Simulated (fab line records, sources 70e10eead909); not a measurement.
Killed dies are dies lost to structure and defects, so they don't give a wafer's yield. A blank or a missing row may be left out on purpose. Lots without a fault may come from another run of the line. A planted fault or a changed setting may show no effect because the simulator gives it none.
fab line records | flow nand_harc
record lots=5 wafers=15 last_day=24
route steps=1159 shown P_M2@329 P_BONDPAD@351 END@1159
lots that met no fault: from a run of the same line without faults
start_h: hours from the record's first day to the start of the lot's first wafer shown | wait_h: hours since the lot's step before | " the same as in the row above | L1.1+2: a row that stands for several wafers | - no value, or no start given | * or withheld: withheld | < > ~ a bound
route shown NAME@n: a module of which the file shows steps, and the number in the route of the first | usual: mean/standard deviation of fault-free wafers | same: alike in all rows | chamber/n: place in a boat | sites: the reading at each site | _std_site: their standard deviation | _edge_site: outer sites' mean less inner sites' | radius_mm: how far each site lies from the wafer's centre | mask NAME#n: copy n | behind: the tool/chamber that last shaped the wafer | hold: why the lot was held/for how many hours/how that ended | device: the transistor (n, p or np) that didn't switch | end of line: the same wafers' tests at the end of the route | a step without rows: its recipe alone | killed: dies lost to structure and defects at the first sort, not the wafer's yield | map: a wafer's dies, x killed, . not, _ none there
set.NAME: the setting as run; set.NAME@STEP: as run at that earlier step | model.NAME: the simulator's own value behind a step, which no gauge read
lots at some steps of the route; a table a step, a row a wafer
services: from which hour (start_h, from the record's first day; less than 0 if before it) a tool's chamber was out of use, for how many hours, and why
## steps
# step NHARC_P_M2_OVL_MEAS_10
# recipe pitch_nm=340
# usual overlay_x_nm=0.0/0.77 overlay_y_nm=-0.1/0.84
# columns lot.wafer tool chamber start_h wait_h overlay_x_nm overlay_y_nm
L450.2 overlay-01 - 129.62 - 0.2 -0.1
L450.3 " - " " 0.0 0.0
L450.5 " - " " 0.3 -0.4
L454.4 overlay-01 - 145.12 - -0.7 -0.8
L454.5 " - " " -0.7 -0.9
L454.6 " - " " -0.9 -0.8
L457.3 overlay-02 - 166.18 - -0.4 0.7
L457.4 " - " " -0.7 0.4
L457.5 " - " " -0.3 0.5
L466.2 overlay-01 - 221.38 - 0.6 -0.6
L466.5 " - " " 0.4 0.1
L466.6 " - " " 0.4 -0.6
L471.4 overlay-01 - 253.61 - 2.1 0.0
L471.5 " - " " 2.5 1.1
L471.6 " - " " 1.8 1.3
# step NHARC_P_M2_INSPECT_11
# usual raw_defect_count=4.3/2.8
# columns lot.wafer tool chamber start_h wait_h raw_defect_count
L450.2 defect_inspect-02 - 129.65 0.0 4
L450.3 " - " " 5
L450.5 " - " " 6
L454.4 defect_inspect-02 - 145.15 0.0 2
L454.5 " - " " 5
L454.6 " - " " 2
L457.3 defect_inspect-02 - 166.22 0.0 3
L457.4 " - " " 5
L457.5 " - " " 2
L466.2 defect_inspect-02 - 221.42 0.0 6
L466.5 " - " " 4
L466.6 " - " " 6
L471.4 defect_inspect-02 - 253.64 0.0 5
L471.5 " - " " 1
L471.6 " - " " 3
# step NHARC_P_M2_DESCUM_14
# recipe time_s=3 o2_flow_sccm=200 ar_flow_sccm=0 bias_power_w=0 chemistry=O2
# step NHARC_P_M2_ETCH_35
# recipe target_depth_a=400 overetch_a=120 time_s=43.94 ion_energy_ev=200 n2_flow_sccm=150 h2_flow_sccm=150 ar_flow_sccm=0 rf_w=400 bias_w=150 chemistry=N2/H2
# usual bias_w=150.1/0.46 drypump_motor_current_A=6.0/0.31 oes_product_au=1.000/0.0082 rf_vpp_V=431/3.1 showerhead_plenum_p_Torr=2.07/0.11 throttle_valve_pct=14.171/0.0084
# columns lot.wafer tool chamber start_h wait_h bias_w drypump_motor_current_A oes_product_au rf_hours_counter_h rf_vpp_V showerhead_plenum_p_Torr throttle_valve_pct
L450.3 rie_diel-01 2 130.05 0.2 149.5 5.7 0.999 28 433 2.15 14.183
L450.2 " 0 " " 149.7 6.2 1.008 29 433 2.10 14.177
L450.5 " 1 " " 149.5 5.9 1.001 - 433 2.15 14.171
L454.4 rie_diel-08 3 145.30 0.1 150.7 5.7 1.009 1 434 2.17 14.174
L454.5 " 3 " " 149.7 5.7 1.012 - 434 2.17 14.161
L454.6 " 0 " " 149.8 6.5 0.995 - 431 2.04 14.174
L457.3 rie_diel-08 1 166.37 0.1 150.5 5.8 1.001 2 426 1.90 14.172
L457.4 " 2 " " 150.4 6.1 1.012 2 433 2.15 14.158
L457.5 " 0 " " 149.8 6.5 0.985 - 430 2.04 14.170
L466.2 rie_diel-01 0 221.56 0.1 149.2 6.2 1.007 18 433 2.09 14.169
L466.6 " 0 " " 149.9 6.2 1.012 - 433 2.09 14.170
L466.5 " 1 " " 150.5 5.9 1.004 - 435 2.14 14.179
L471.4 rie_diel-08 1 253.79 0.1 149.4 5.8 0.998 6 428 1.90 14.149
L471.5 " 0 " " 148.7 6.5 0.985 - 430 2.04 14.179
L471.6 " 1 " " 149.6 5.8 0.997 - 428 1.90 14.169
# step NHARC_P_M2_ETCH_15
# recipe target_depth_a=1825 time_s=91.2 c4f8_flow_sccm=withheld ar_flow_sccm=400 rf_w=600 bias_w=300 chemistry=C4F8/Ar
# step NHARC_P_M2_CD_MEAS_16
# usual cd_nm=169.8/0.6
# columns lot.wafer tool chamber start_h wait_h cd_nm
L450.2 cd_sem-02 - 130.31 - 170.0
L450.3 " - " " 170.2
L450.5 " - " " 169.6
L454.4 cd_sem-01 - 145.53 - 170.5
L454.5 " - " " 169.5
L454.6 " - " " 169.4
L457.3 cd_sem-02 - 166.59 - 170.3
L457.4 " - " " 169.9
L457.5 " - " " 170.2
L466.2 cd_sem-03 - 221.78 - 169.2
L466.5 " - " " 170.7
L466.6 " - " " 169.7
L471.4 cd_sem-02 - 254.02 - 169.8
L471.5 " - " " 169.4
L471.6 " - " " 169.6
# step NHARC_P_M2_STRIP_18
# recipe power_w=1000 n2_flow_sccm=150 h2_flow_sccm=150 ar_flow_sccm=0 bias_w=0 chemistry=N2/H2
# step NHARC_P_M2_ETCH_28
# recipe target_depth_a=300 over_etch_frac=0.3 time_s=72.99 ion_energy_ev=150 cf4_flow_sccm=50 n2_flow_sccm=100 ar_flow_sccm=150 rf_w=300 bias_w=100 chemistry=CF4/N2
# usual bias_w=99.98/0.27 drypump_motor_current_A=5.99/0.3 oes_product_au=1.000/0.0086 rf_vpp_V=314.7/2.3 showerhead_plenum_p_Torr=2.66/0.13 throttle_valve_pct=19.793/0.0091
# columns lot.wafer tool chamber start_h wait_h bias_w drypump_motor_current_A oes_product_au rf_hours_counter_h rf_vpp_V showerhead_plenum_p_Torr throttle_valve_pct
L450.3 rie_diel-01 0 - - 100.16 6.17 0.994 29 315.4 2.69 19.795
L450.2 " 1 " " 99.73 5.91 0.997 29 315.5 2.76 19.817
L450.5 " 3 " " 99.94 5.68 0.994 - 310.0 2.45 19.790
L454.4 rie_diel-08 1 - - 100.06 5.82 1.008 1 311.9 2.46 19.788
L454.6 " 1 " " 99.71 5.80 1.006 - 310.6 2.46 19.797
L454.5 " 2 " " 100.41 6.17 1.019 - 316.2 2.76 19.808
L457.4 rie_diel-01 0 - - 100.00 6.18 1.004 5 314.6 2.69 19.801
L457.3 " 2 " " 99.81 5.70 1.001 5 317.0 2.76 19.776
L457.5 " 0 " " 100.21 6.16 1.013 - 315.8 2.69 19.789
L466.2 rie_diel-08 1 - - 100.18 5.79 1.000 4 311.5 2.46 19.801
L466.6 " 2 " " 99.61 6.11 0.995 - 316.1 2.76 19.806
L466.5 " 3 " " 99.63 5.71 0.994 - 316.6 2.78 19.794
L471.4 rie_diel-08 3 - - 100.38 5.72 1.002 - 317.4 2.78 19.787
L471.6 " 0 " " 99.17 6.52 0.995 - 314.1 2.63 19.795
L471.5 " 1 " " 99.99 5.79 0.993 - 312.3 2.46 19.793
# step NHARC_P_M2_STRIP_19
# recipe time_s=600 temp_c=30 chemistry=post_etch_residue_remover
# step NHARC_P_M2_DEGAS_29
# recipe temp_c=250 time_s=60
# step NHARC_P_M2_PRE_CLEAN_30
# recipe time_s=30 temp_c=280 gas=H2/He
# usual heater_power_w=408/49
# columns lot.wafer tool chamber start_h wait_h heater_power_w
L450.3 pvd_sputter-02 - - - 429
L450.2 " - " " 367
L450.5 " - " " 457
L454.4 pvd_sputter-02 - - - 417
L454.5 " - " " 457
L454.6 " - " " 433
L457.4 pvd_sputter-03 - - - 337
L457.3 " - " " 412
L457.5 " - " " 344
L466.2 pvd_sputter-03 - - - 408
L466.5 " - " " 398
L466.6 " - " " 408
L471.4 pvd_sputter-01 - - - 394
L471.6 " - " " 382
L471.5 " - " " 402
# step NHARC_P_M2_PVD_20
# recipe target_thk_a=50 bias_v=168.6 power_w=15000 chamber_pressure_pa=0.12 time_s=8.06 substrate_temp_c=50 material=TaN
# step NHARC_P_M2_PVD_21
# recipe target_thk_a=300 chamber_pressure_pa=5 power_w=5000 substrate_temp_c=30 time_s=20.49 material=Cu
# usual throttle_valve_pct=30.5/0.83
# columns lot.wafer tool chamber start_h wait_h throttle_valve_pct
L450.2 pvd_sputter-02 - 131.49 - 31.5
L450.3 " - " " 31.1
L450.5 " - " " 31.6
L454.4 pvd_sputter-02 - 146.48 - 29.2
L454.5 " - " " 29.9
L454.6 " - " " 29.0
L457.4 pvd_sputter-03 - 167.52 - 31.0
L457.3 " - " " 29.6
L457.5 " - " " 30.9
L466.2 pvd_sputter-03 - 222.73 - 30.5
L466.5 " - " " 29.4
L466.6 " - " " 30.3
L471.4 pvd_sputter-01 - 255.00 - 30.7
L471.5 " - " " 31.2
L471.6 " - " " 30.2
# step NHARC_P_M2_ECD_22
# recipe target_thk_a=4000 bath_temp_c=25 material=Cu
# step NHARC_P_M2_ANNEAL_31
# recipe temp_c=225 time_s=90
# step NHARC_P_M2_CMP_23
# recipe t_overpolish_s=20 target_thk_nm=144.3
# step NHARC_P_M2_SRD_25
# step NHARC_P_M2_INSPECT_27
# usual raw_defect_count=349/140
# columns lot.wafer tool chamber start_h wait_h raw_defect_count
L450.2 defect_inspect-01 - 132.82 0.0 425
L450.3 " - " " 364
L450.5 " - " " 323
L454.4 defect_inspect-01 - 147.83 0.0 255
L454.5 " - " " 187
L454.6 " - " " 229
L457.3 defect_inspect-01 - 168.86 0.0 396
L457.4 " - " " 451
L457.5 " - " " 263
L466.2 defect_inspect-01 - 224.28 0.0 423
L466.5 " - " " 309
L466.6 " - " " 691
L471.4 defect_inspect-02 - 256.29 0.0 145
L471.5 " - " " 126
L471.6 " - " " 404
# step NHARC_P_M2_PRE_CLEAN_32
# recipe time_s=12 temp_c=370 rf_power_w=300 gas=NH3
# usual heater_power_w=667/73
# columns lot.wafer tool chamber start_h wait_h heater_power_w
L450.3 pecvd-03 2 132.88 0.1 741
L450.2 " 1 " " 607
L450.5 " 1 " " 605
L454.6 pecvd-03 2 147.94 0.1 751
L454.5 " 0 " " 706
L454.4 " 1 " " 558
L457.3 pecvd-02 2 168.94 0.1 548
L457.4 " 2 " " 544
L457.5 " 0 " " 738
L466.2 pecvd-01 0 224.39 0.1 751
L466.6 " 2 " " 738
L466.5 " 0 " " 726
L471.6 pecvd-01 2 256.39 0.1 728
L471.5 " 0 " " 721
L471.4 " 1 " " 708
# step NHARC_P_M2_DEP_33
# recipe target_thk_a=300 temp_c=370 target_thk_nm=30 pressure_torr=3 flow_sccm=200 rf_w=450 material=SiCN
# step NHARC_P_BONDPAD_DEP_00
# recipe target_thk_a=2500 temp_c=370 target_thk_nm=250 pressure_torr=3 flow_sccm=200 rf_w=450 material=SiCN
# step NHARC_P_BONDPAD_CMP_32
# recipe target_thk_nm=200 material=SiCN
# usual edge_zone_pressure_frac=1.000/0.0049 motor_current_A=12.4/1.3
# columns lot.wafer tool chamber start_h wait_h edge_zone_pressure_frac motor_current_A
L450.3 cmp-03 2 133.79 - 1.006 12.8
L450.2 " 3 " " 0.996 12.4
L450.5 " 2 " " 1.004 13.0
L454.4 cmp-03 0 148.90 - 0.989 9.9
L454.5 " 2 " " 0.997 13.2
L454.6 " 3 " " 0.997 12.0
L457.3 cmp-02 1 169.89 - 0.998 12.2
L457.4 " 2 " " 1.001 10.0
L457.5 " 0 " " 1.006 12.7
L466.5 cmp-02 0 225.50 - 0.992 12.4
L471.4 cmp-04 3 257.33 - 1.001 12.2
L471.5 " 0 " " 1.003 11.8
L471.6 " 1 " " 1.003 11.4
# step NHARC_P_BONDPAD_THK_MEAS_33
# recipe thk_meas_gauge=ellipsometry
# usual thk_nm=200.4/1.4
# columns lot.wafer tool chamber start_h wait_h thk_nm
L450.2 film_metro-01 - 134.01 0.2 199.3
L450.3 " - " " 201.9
L450.5 " - " " 199.2
L454.4 film_metro-02 - 149.11 0.2 199.3
L454.5 " - " " 198.9
L454.6 " - " " 197.3
L457.3 film_metro-02 - 170.09 0.2 199.8
L457.4 " - " " 199.3
L457.5 " - " " 199.4
L466.5 film_metro-01 - 225.63 0.1 199.2
L471.4 film_metro-01 - 257.51 0.2 199.4
L471.5 " - " " 199.7
L471.6 " - " " 200.9
# step NHARC_P_BONDPAD_SRD_34
# step NHARC_P_BONDPAD_DEHYDRATE_01
# recipe temp_c=150 time_s=120
# step NHARC_P_BONDPAD_HMDS_02
# recipe time_s=30
# step NHARC_P_BONDPAD_COAT_36
# recipe temp_c=200 time_s=65
# step NHARC_P_BONDPAD_COAT_03
# recipe spin_rpm=2000 resist_thk_nm=600
# step NHARC_P_BONDPAD_SOFTBAKE_04
# recipe temp_c=125 time_s=70
# step NHARC_P_BONDPAD_EBR_05
# step NHARC_P_BONDPAD_EXPOSE_06
# recipe na=0.55 dose_mj=37.06 mask_id=P_BPAD
# step NHARC_P_BONDPAD_PEB_07
# recipe peb_temp_c=128 peb_time_s=80
# step NHARC_P_BONDPAD_DEVELOP_08
# recipe time_s=50 dev_temp_c=22
# step NHARC_P_BONDPAD_CD_MEAS_09
# recipe target_cd_nm=500 landing_energy_ev=500
# usual cd_nm=500.3/1.6
# columns lot.wafer tool chamber start_h wait_h cd_nm
L450.2 cd_sem-02 0 134.59 - 501.8
L450.3 " 0 " " 501.9
L450.5 " 0 " " 500.9
L454.4 cd_sem-02 0 149.68 - 497.6
L454.5 " 0 " " 498.7
L454.6 " 0 " " 497.0
L457.3 cd_sem-02 0 170.67 - 500.2
L457.4 " 0 " " 500.2
L457.5 " 0 " " 501.2
L466.5 cd_sem-01 0 226.20 - 501.4
L471.4 cd_sem-02 0 257.95 - 498.4
L471.5 " 0 " " 500.2
L471.6 " 0 " " 500.5
# step NHARC_P_BONDPAD_OVL_MEAS_38
# usual overlay_x_nm=1/4.7 overlay_y_nm=0/6.6
# columns lot.wafer tool chamber start_h wait_h overlay_x_nm overlay_y_nm
L450.2 overlay-02 - 134.68 - 2 1
L450.3 " - " " 3 1
L450.5 " - " " 3 1
L454.4 overlay-01 - 149.76 - 0 -5
L454.5 " - " " 0 -5
L454.6 " - " " -1 -6
L457.3 overlay-01 - 170.76 - -10 2
L457.4 " - " " -10 0
L457.5 " - " " -9 1
L466.5 overlay-01 - 226.28 - 2 11
L471.4 overlay-02 - 258.03 - 4 -5
L471.5 " - " " 4 -5
L471.6 " - " " 4 -5
# step NHARC_P_BONDPAD_HARDBAKE_10
# recipe temp_c=118 time_s=65
# step NHARC_P_BONDPAD_DESCUM_11
# recipe time_s=3 o2_flow_sccm=200 ar_flow_sccm=0 bias_power_w=0 chemistry=O2
# step NHARC_P_BONDPAD_ETCH_37
# recipe target_depth_a=600 overetch_a=180 time_s=65.91 ion_energy_ev=200 n2_flow_sccm=150 h2_flow_sccm=150 ar_flow_sccm=0 rf_w=400 bias_w=150 chemistry=N2/H2
# step NHARC_P_BONDPAD_ETCH_12
# recipe target_depth_a=2000 time_s=100 chf3_flow_sccm=50 o2_flow_sccm=10 ar_flow_sccm=200 rf_w=500 bias_w=200 chemistry=CHF3/O2
# step NHARC_P_BONDPAD_CD_MEAS_13
# usual cd_nm=499.8/1.7
# columns lot.wafer tool chamber start_h wait_h cd_nm
L450.2 cd_sem-03 - 135.12 - 500.7
L450.3 " - " " 500.8
L450.5 " - " " 500.1
L454.4 cd_sem-03 - 150.25 - 497.2
L454.5 " - " " 497.3
L454.6 " - " " 496.1
L457.3 cd_sem-02 - 172.14 - 499.6
L457.4 " - " " 499.6
L457.5 " - " " 500.0
L466.5 cd_sem-02 - 226.92 - 500.2
L471.4 cd_sem-02 - 258.48 - 499.0
L471.5 " - " " 499.8
L471.6 " - " " 499.5
# step NHARC_END_SORT_01
# recipe temp_c=25
# usual defect_limited_yield=95.4/1.5 killed_at_array=26/9.6 killed_at_other=0.7/0.92 killed_at_periphery=3.8/2.7 killed_dies=31/10 killed_open=3.3/1.7 killed_short=1.8/1.3 sort_bin_2_pct=1.4/0.62 sort_bin_3_pct=0.23/0.21 sort_bin_4_pct=2.9/0.95 sort_n_pass=646/10 sort_rim_yield_pct=94/3.2 sort_yield_pct=95.4/1.5
# same gross_dies=677 sort_bin_5_pct[%]=0 sort_bin_6_pct[%]=0 sort_bin_7_pct[%]=0 sort_bin_8_pct[%]=0 sort_rim_n_gross=106.00
# columns lot.wafer tool chamber start_h wait_h defect_limited_yield[%] killed_at_array killed_at_other killed_at_periphery killed_dies killed_open killed_short sort_bin_2_pct[%] sort_bin_3_pct[%] sort_bin_4_pct[%] sort_n_pass sort_rim_yield_pct[%] sort_yield_pct[%]
L450.2 prober-01 0 460.45 2.8 97.8 12 0 3 15 3 2 0.7 0 1.5 662 96 97.8
L450.3 prober-01 0 461.26 3.1 97.2 15 0 4 19 4 2 0.4 0.15 2.2 658 98 97.2
L450.5 prober-01 0 462.88 3.7 97.6 12 0 4 16 4 2 0.7 0 1.6 661 99 97.6
L454.4 prober-02 0 462.20 3.4 95.7 28 0 1 29 5 1 1.0 0 3.2 648 95 95.7
L454.5 prober-02 0 463.01 3.8 96.2 23 0 3 26 3 1 1.5 0 2.4 651 92 96.2
L454.6 prober-02 0 463.83 4.1 94.5 33 2 2 37 1 1 1.5 0.15 3.8 640 96 94.5
L457.3 prober-02 0 479.32 3.1 94.8 27 2 6 35 6 1 1.8 0.30 3.1 642 90 94.8
L457.4 prober-02 0 480.12 3.4 95.6 22 3 5 30 1 5 1.9 0 2.5 647 93 95.6
L457.5 prober-02 0 480.91 3.7 96.3 17 2 6 25 2 0 1.3 0.15 2.2 652 92 96.3
L466.2 prober-02 0 545.51 2.8 0 13 0 664 677 2 1 97.9 0.15 1.9 0 0 0
L466.6 prober-02 0 548.63 3.9 0 7 0 670 677 4 0 98.7 0.15 1.2 0 0 0
# killed by level:class
L450.2 A_STAIRCASE:chamber_film_flake=4 A_CONTACT:geometric_particle:open=2 A_CHANNEL_HOLE_D1:chamber_film_flake=2 A_CONTACT:chamber_film_flake=2 P_CONTACT:geometric_particle:open=1 A_BLC:geometric_particle:short=1 A_M1:geometric_particle:short=1 P_STI:chamber_film_flake=1
L450.3 A_STAIRCASE:chamber_film_flake=4 A_CONTACT:chamber_film_flake=4 A_CHANNEL_FILL_D1:chamber_film_flake=2 P_GATE:geometric_particle:open=1 A_SOURCE_PLATE:geometric_particle:open=1 A_ONON_D1:geometric_particle:short=1 A_CHANNEL_HOLE_D1:geometric_particle:open=1 A_CHANNEL_FILL_D1:geometric_particle:short=1
L454.4 A_CHANNEL_HOLE_D1:chamber_film_flake=15 A_SLIT:chamber_film_flake=5 A_WL_FILL:geometric_particle:open=2 P_M0:geometric_particle:open=1 A_WL_FILL:geometric_particle:short=1 A_CONTACT:geometric_particle:open=1 A_M0:geometric_particle:open=1 A_STAIRCASE:chamber_film_flake=1
L450.5 A_STAIRCASE:chamber_film_flake=4 A_CONTACT:chamber_film_flake=3 P_CONTACT:geometric_particle:open=2 A_CHANNEL_FILL_D1:geometric_particle:short=2 A_BLC:geometric_particle:open=1 A_M0:geometric_particle:open=1 P_STI:chamber_film_flake=1 P_M0:chamber_film_flake=1
L454.5 A_CHANNEL_HOLE_D1:chamber_film_flake=15 A_SLIT:chamber_film_flake=5 A_STAIRCASE:chamber_film_flake=2 P_GATE:geometric_particle:open=1 P_CONTACT:geometric_particle:open=1 P_M0:geometric_particle:open=1 A_ONON_D1:geometric_particle:short=1
L454.6 A_CHANNEL_HOLE_D1:chamber_film_flake=21 A_SLIT:chamber_film_flake=6 A_M0:chamber_film_flake=2 THIN_TSV:chamber_film_flake=2 A_WL_FILL:geometric_particle:open=1 A_CONTACT:geometric_particle:short=1 P_GATE:chamber_film_flake=1 P_BONDPAD:chamber_film_flake=1
L457.3 A_SGD_CUT:chamber_film_flake=9 A_CHANNEL_HOLE_D1:chamber_film_flake=5 A_SLIT:chamber_film_flake=5 P_GATE:chamber_film_flake=2 P_BONDPAD:chamber_film_flake=2 A_STAIRCASE:chamber_film_flake=2 THIN_TSV:chamber_film_flake=2 P_CONTACT:geometric_particle:open=1
L457.4 A_SLIT:chamber_film_flake=7 A_SGD_CUT:chamber_film_flake=5 P_GATE:chamber_film_flake=3 THIN_TSV:chamber_film_flake=3 A_SGD_CUT:geometric_particle:short=2 A_CHANNEL_HOLE_D1:chamber_film_flake=2 A_CONTACT:chamber_film_flake=2 P_GATE:geometric_particle:short=1
L457.5 A_SGD_CUT:chamber_film_flake=5 A_SLIT:chamber_film_flake=5 P_BONDPAD:chamber_film_flake=3 A_CHANNEL_HOLE_D1:chamber_film_flake=3 P_GATE:chamber_film_flake=2 A_CONTACT:chamber_film_flake=2 THIN_TSV:chamber_film_flake=2 P_M0:geometric_particle:open=1
L466.2 P_M2:area_pvd=659 A_CHANNEL_HOLE_D1:chamber_film_flake=5 P_ZERO_WELL:chamber_film_flake=4 A_STAIRCASE:chamber_film_flake=4 A_CHANNEL_FILL_D1:chamber_film_flake=2 P_M0:geometric_particle:open=1 A_ONON_D1:geometric_particle:open=1 A_CONTACT:geometric_particle:short=1
L466.6 P_M2:area_pvd=665 P_ZERO_WELL:chamber_film_flake=2 A_CHANNEL_HOLE_D1:chamber_film_flake=2 A_STAIRCASE:chamber_film_flake=2 P_M0:geometric_particle:open=1 P_M2:geometric_particle:open=1 A_WL_FILL:geometric_particle:open=1 A_BLC:geometric_particle:open=1
# map L466.2 (x killed, . not)
____________x____________
_________xxxxxxx_________
_______xxxxxxxxxxx_______
______xxxxxxxxxxxxx______
_____xxxxxxxxxxxxxxx_____
____xxxxxxxxxxxxxxxxx____
____xxxxxxxxxxxxxxxxx____
___xxxxxxxxxxxxxxxxxxx___
___xxxxxxxxxxxxxxxxxxx___
__xxxxxxxxxxxxxxxxxxxxx__
__xxxxxxxxxxxxxxxxxxxxx__
_xxxxxxxxxxxxxxxxxxxxxxx_
_xxxxxxxxxxxxxxxxxxxxxxx_
_xxxxxxxxxxxxxxxxxxxxxxx_
_xxxxxxxxxxxxxxxxxxxxxxx_
_xxxxxxxxxxxxxxxxxxxxxxx_
xxxxxxxxxxxxxxxxxxxxxxxxx
xxxxxxxxxxxxxxxxxxxxxxxxx
xxxxxxxxxxxxxxxxxxxxxxxxx
xxxxxxxxxxxxxxxxxxxxxxxxx
xxxxxxxxxxxxxxxxxxxxxxxxx
_xxxxxxxxxxxxxxxxxxxxxxx_
_xxxxxxxxxxxxxxxxxxxxxxx_
_xxxxxxxxxxxxxxxxxxxxxxx_
_xxxxxxxxxxxxxxxxxxxxxxx_
_xxxxxxxxxxxxxxxxxxxxxxx_
__xxxxxxxxxxxxxxxxxxxxx__
__xxxxxxxxxxxxxxxxxxxxx__
___xxxxxxxxxxxxxxxxxxx___
___xxxxxxxxxxxxxxxxxxx___
____xxxxxxxxxxxxxxxxx____
____xxxxxxxxxxxxxxxxx____
_____xxxxxxxxxxxxxxx_____
______xxxxxxxxxxxxx______
_______xxxxxxxxxxx_______
_________xxxxxxx_________
____________x____________
# map L457.3 (x killed, . not)
____________.____________
_________......._________
_______..........._______
______.............______
_____x..x..........._____
____.xxxx............____
____x................____
___...................___
___...................___
__................x....__
__x....................__
_......................._
_............x.........._
_......................._
_......................._
_............x.........._
...x.....................
.........................
.........................
......x.........x........
...x..x.............x..x.
_x......................_
_..xx.x................._
_....x.................._
_x..................x.xx_
_x..x.................x._
__x....................__
__....................x__
___.......x...........___
___................x..___
____...........x.....____
____.................____
_____..............._____
______.............______
_______..........._______
_________......._________
____________.____________
## services
# columns tool chamber start_h hours kind
pecvd-03 - 111.50 13.0 pm
rie_diel-08 - 124.85 9.0 pm
cmp-02 - 128.50 4.0 pm
cmp-02 - 134.29 1.5 repair
rie_diel-01 - 137.80 9.0 pm
rie_diel-08 - 141.20 1.0 repair
cmp-02 - 145.79 3.1 repair
cmp-03 - 156.00 4.0 pm
pvd_sputter-01 - 158.00 10.0 pm
cmp-02 - 173.00 0.4 repair
cmp-03 - 178.00 1.1 repair
pvd_sputter-01 - 179.54 2.9 repair
rie_diel-01 3 191.09 14.9 repair
pvd_sputter-02 - 195.66 9.3 repair
cmp-02 - 195.89 4.7 repair
rie_diel-08 2 204.65 9.6 repair
rie_diel-08 0 212.16 3.6 repair
pecvd-01 0 212.95 4.2 repair
cmp-02 - 226.50 4.0 pm
rie_diel-01 0 235.40 6.1 repair
rie_diel-08 1 236.58 2.9 repair
pecvd-01 - 237.00 13.0 pm
pvd_sputter-02 - 249.42 1.5 repair
cmp-03 - 254.00 4.0 pm
## key
first_sign step=NHARC_END_SORT_01 reading=killed_at_periphery direction=up sigmas=99+ usual=3.8 struck=667
effect step=NHARC_END_SORT_01 reading=sort_bin_2_pct direction=up sigmas=99+ usual=1.4 struck=98.3
more_kills_born_at NHARC_P_M2_PVD_21@pvd_sputter-03=1324
met_at NHARC_P_M2_PVD_21
struck_wafers L466.2,L466.6
later_rows_left_out L466.2,L466.6
onset_between 167.52 222.73
fault kind=process_parameter_drift tool=pvd_sputter-03 chamber=- onset_h=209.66 steps=NHARC_P_M2_PVD_21 channel=target_thk_a offset=* shape=step end_h=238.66 scope=struck_wafers_only acts_in=* stated=*
# later_rows_left_out: the simulator's readings of these wafers behind a module that went badly wrong aren't trusted and aren't shown, but for the sort
